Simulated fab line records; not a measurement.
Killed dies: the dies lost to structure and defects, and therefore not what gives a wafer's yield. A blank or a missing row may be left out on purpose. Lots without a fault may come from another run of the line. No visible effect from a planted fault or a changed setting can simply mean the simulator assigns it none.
Matching of chambers / flow nand-harc / 4 sister chambers for NHARC_A_STAIRCASE_ALD_415 on ald-hk-03
The step deposits SiO2, target thk 30 nm, pulse time 6 s, ald cycles 300. 8 wafers are shown with their chamber, then 9 later ones without.

## WAFERS PAIRED WITH THEIR CHAMBERS
wafer=L077.1; chamber=3; heater-power-w (W)=401; precursor-pulse-height-rel=0.998
wafer=L085.6; chamber=2; heater-power-w (W)=442; precursor-pulse-height-rel=0.992
wafer=L086.1; chamber=1; heater-power-w (W)=441; precursor-pulse-height-rel=0.978
wafer=L086.2; chamber=2; heater-power-w (W)=463; precursor-pulse-height-rel=1.025
wafer=L086.6; chamber=0; heater-power-w (W)=464; precursor-pulse-height-rel=1.025
wafer=L091.1; chamber=0; heater-power-w (W)=468; precursor-pulse-height-rel=0.974
wafer=L091.4; chamber=3; heater-power-w (W)=393; precursor-pulse-height-rel=0.996
wafer=L091.6; chamber=1; heater-power-w (W)=427; precursor-pulse-height-rel=1.002

## WAFERS WITH NO CHAMBER GIVEN
wafer=L089.2; heater-power-w (W)=439; precursor-pulse-height-rel=1.003
wafer=L089.3; heater-power-w (W)=463; precursor-pulse-height-rel=1.010
wafer=L089.6; heater-power-w (W)=437; precursor-pulse-height-rel=0.955
wafer=L092.2; heater-power-w (W)=461; precursor-pulse-height-rel=0.969
wafer=L092.3; heater-power-w (W)=439; precursor-pulse-height-rel=1.016
wafer=L092.5; heater-power-w (W)=451; precursor-pulse-height-rel=1.023
wafer=L097.2; heater-power-w (W)=455; precursor-pulse-height-rel=0.989
wafer=L097.3; heater-power-w (W)=461; precursor-pulse-height-rel=0.992
wafer=L097.6; heater-power-w (W)=459; precursor-pulse-height-rel=0.993

## THE CHAMBER EACH PASSED THROUGH
wafer=L089.2; from the rows above=can't be placed: 1 or 2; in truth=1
wafer=L089.3; from the rows above=can't be placed: 0 or 2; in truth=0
wafer=L089.6; from the rows above=can't be placed: 1 or 2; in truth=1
wafer=L092.2; from the rows above=can't be placed: 0 or 2 or 1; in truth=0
wafer=L092.3; from the rows above=can't be placed: 1 or 2 or 0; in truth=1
wafer=L092.5; from the rows above=can't be placed: 2 or 0 or 1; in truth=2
wafer=L097.2; from the rows above=can't be placed: 2 or 0 or 1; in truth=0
wafer=L097.3; from the rows above=can't be placed: 0 or 2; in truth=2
wafer=L097.6; from the rows above=can't be placed: 0 or 2 or 1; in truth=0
Placed correctly: 0 of 9. Can't be placed from these rows: 9 (the true chamber is among the candidates in 9). Wrongly placed: 0.
How it was worked out, from the rows above alone: a wafer's distance from a chamber is the root of the sum, over the readings, of the square of ((its reading less the chamber's mean) divided by the reading's scatter). The wafer belongs to the nearest chamber; if the next one is less than 2 further off, it can't be placed. A chamber's mean is the mean of its shown wafers. The scatter is the square root of a quotient: the sum, over the shown wafers, of each reading's squared deviation from its chamber's mean, divided by wafers minus chambers.
